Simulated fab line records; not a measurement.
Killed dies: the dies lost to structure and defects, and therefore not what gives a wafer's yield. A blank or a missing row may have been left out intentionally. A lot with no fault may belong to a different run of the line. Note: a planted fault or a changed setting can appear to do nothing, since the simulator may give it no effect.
Split-lot study -- flow n5Finfet -- on a route of 1938 steps: 7 lots, 21 wafers read

== THE SPLIT ==
At N5_BEOL_M8_PEB_09 (peb time 60 s), the setting pebTimeS was moved away from the recipe's 60 s on 7 of the 21 wafers read, by -10.7% to +21.7%. The other wafers ran this setting at the recipe's value.

== FROM THE SPLIT TO THE READING: what the file shows between them, 9 steps ==
- N5_BEOL_M8_DEVELOP_10: develop time 30 s
- N5_BEOL_M8_CD_MEAS_11: target cd 38.5 nm
- N5_BEOL_M8_DESCUM_16: chemistry O2, time 7.9 s
- N5_BEOL_M8_ETCH_61: etches SiARC in CF4, target depth 45.5 nm, time 75.8 s
- N5_BEOL_M8_ETCH_62: etches SOC in N2/H2, target depth 110 nm, overetch 22 nm, time 165 s
- N5_BEOL_M8_STRIP_68: strips in N2/H2
- N5_BEOL_M8_STRIP_67: strips in CF4
- N5_BEOL_M8_HM_OPEN_17: chemistry Cl2/BCl3, target TiN, target depth 20 nm, overetch 6 nm
- N5_BEOL_M8_STRIP_19: strips in O2

== THE READING ==
cdNm, in nm, at N5_BEOL_M8_CD_MEAS_18 (pitch 80 nm, target cd 40 nm). Fault-free wafers of this fab line usually give 40.2 nm, standard deviation 0.52 nm.

wafer,"tool, chamber at the split","pebTimeS as run, s",against the recipe,"cdNm, nm",against lot-mates on the recipe
L074.1,"lithoTrack-05, 0",60,recipe,39.2,-
L074.4,"lithoTrack-05, 0",66.21,+10.3%,42.5,+3.3
L074.5,"lithoTrack-05, 0",66.21,+10.3%,42.5,+3.3
L075.3,"lithoTrack-05, 0",60,recipe,40.1,-
L075.4,"lithoTrack-05, 0",60,recipe,39.4,-
L075.5,"lithoTrack-05, 0",60,recipe,40.1,-
L086.2,"lithoTrack-02, 0",60,recipe,39.9,-
L086.3,"lithoTrack-02, 0",53.56,-10.7%,37.5,-2.5
L086.4,"lithoTrack-02, 0",60,recipe,40.0,-
L085.2,"lithoTrack-04, 0",60,recipe,39.8,-
L085.3,"lithoTrack-04, 0",60,recipe,40.2,-
L085.4,"lithoTrack-04, 0",60,recipe,39.9,-
L089.2,"lithoTrack-05, 0",60,recipe,39.6,-
L089.4,"lithoTrack-05, 0",53.97,-10.1%,37.6,-2.6
L089.5,"lithoTrack-05, 0",60,recipe,40.8,-
L095.3,"lithoTrack-04, 0",60,recipe,39.8,-
L095.4,"lithoTrack-04, 0",60,recipe,39.2,-
L095.5,"lithoTrack-04, 0",60,recipe,39.9,-
L096.3,"lithoTrack-05, 0",73,+21.7%,44.9,no lot-mate on the recipe
L096.5,"lithoTrack-05, 0",73,+21.7%,45.0,no lot-mate on the recipe
L096.6,"lithoTrack-05, 0",73,+21.7%,45.0,no lot-mate on the recipe

FIT RESULTS
A straight line over all 21 wafers: cdNm changes by +0.235 nm for each +1% of pebTimeS; r = +0.99; the points scatter about the line by 0.36 nm.
The same after taking each lot's own level away (the mean of its wafers on the recipe; 18 wafers): +0.281 nm for each +1%; r = +0.97; scatter 0.35 nm.
According to that fit, moving pebTimeS by its largest amount changes the reading by 6.1 nm.
From 39.20 to 40.20 nm: that is the span of the lots' own levels, equal to 1.9 times the standard deviation above.
In other words, the slope is changed by the lot-to-lot level; the two fits disagree.
Check: -3.15 nm against its lot-mates is what the line predicts for one of the wafers moved furthest among these (-10.7%) when that wafer is left out of the fit. Against them it came out at -2.45 nm.

== FURTHER SPLITS ON THESE WAFERS ==
Other splits were also applied to these wafers ahead of the reading. Each is held against what the fit with the lots' levels taken away leaves over:
other split on the same wafers,wafers away from the commonest value,r with cdNm (lot level and that fit taken away)
N5_BEOL_M6_EXPOSE_25 doseMj,10,+0.28
N5_BEOL_M7_DESCUM_33 timeS,11,-0.10
N5_BEOL_M7_ETCH_41 sourceW,6,+0.13
N5_BEOL_M8_PECVD_70 timeS,5,+0.03

== THE WHOLE CHAIN: every reading that the file lists as answering this split, in the file's order ==
step,what it does,reading,change (the file's fit),r (the file's)
N5_BEOL_M8_CD_MEAS_11,target cd 38.5 nm,cdNm,+0.236 nm for each +1% of the setting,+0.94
N5_BEOL_M8_ETCH_61,"etches SiARC in CF4, target depth 45.5 nm, time 75.8 s","BEOL_M8.cdOffsetNm (the simulator's own value, which no gauge read)",+0.266 nm for each +1% of the setting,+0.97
N5_BEOL_M8_ETCH_62,"etches SOC in N2/H2, target depth 110 nm, overetch 22 nm, time 165 s","BEOL_M8.cdOffsetNm (the simulator's own value, which no gauge read)",+0.253 nm for each +1% of the setting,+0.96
N5_BEOL_M8_CD_MEAS_18,"pitch 80 nm, target cd 40 nm",cdNm,+0.265 nm for each +1% of the setting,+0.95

== THE FILE'S OWN FIT ==
cdNm changes by +0.265 nm for each +1% of pebTimeS, r = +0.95.
